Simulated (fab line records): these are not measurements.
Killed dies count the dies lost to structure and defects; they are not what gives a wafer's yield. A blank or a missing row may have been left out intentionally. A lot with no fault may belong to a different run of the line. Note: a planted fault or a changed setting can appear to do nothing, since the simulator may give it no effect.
Which of the tools did it? | flow nandHarc | 21 wafers from 7 lots sampled at 2 of the route's 1159 steps

WHAT THE GAUGES SHOWED, per wafer
NHARC_A_ZERO_WELL_INSPECT_17.
lot  | measured     | on               | rawDefectCount
L540 | day 7 05:49  | defectInspect-02 | 1 13 8
L542 | day 7 19:38  | defectInspect-01 | 8 24 12
L546 | day 8 19:25  | defectInspect-02 | 14 9 13
L547 | day 9 05:59  | defectInspect-02 | 11 19 11
L550 | day 9 19:46  | defectInspect-02 | 29 14 9
L558 | day 12 01:14 | defectInspect-02 | 17 16 19
L560 | day 12 06:53 | defectInspect-02 | 9 6 8

WHICH TOOL RAN EACH LOT (tool, then ch and the chambers of the sampled wafers, then the start)
lot  | NHARC_A_ZERO_WELL_DESCUM_12
L540 | rieDiel-10 ch 2,3, day 7 04:29
L542 | rieDiel-01 ch 0,2,3, day 7 18:20
L546 | rieDiel-12 ch 0,3, day 8 18:06
L547 | rieDiel-01 ch 1,2, day 9 04:40
L550 | rieDiel-01 ch 1,2,3, day 9 18:08
L558 | rieDiel-10 ch 0,1,2, day 11 23:44
L560 | rieDiel-01 ch 1,2,3, day 12 05:32
- NHARC_A_ZERO_WELL_DESCUM_12: chemistry O2, time 3 s.

THE ANSWER, worked out from the rows above alone
Rule: usual is defined by the lots themselves. The widest of any qualifying gaps counts: lots, ordered by their means at a reading, are off when they make up no more than a third of the lots, leave a main group of 4 or more, and stand apart from it by 3 or more times the standard deviation of that group's means. A main group is skipped when, at the precision printed for the reading in the tables above, its means are all equal. A lot without any number at a reading at which 4 lots or more have one is off too. Where the step has rows for the other lots, those lots are counted as sound.
None of the lots is off at any reading shown; this tells nothing.

WHAT THE SIMULATOR HAD PUT IN
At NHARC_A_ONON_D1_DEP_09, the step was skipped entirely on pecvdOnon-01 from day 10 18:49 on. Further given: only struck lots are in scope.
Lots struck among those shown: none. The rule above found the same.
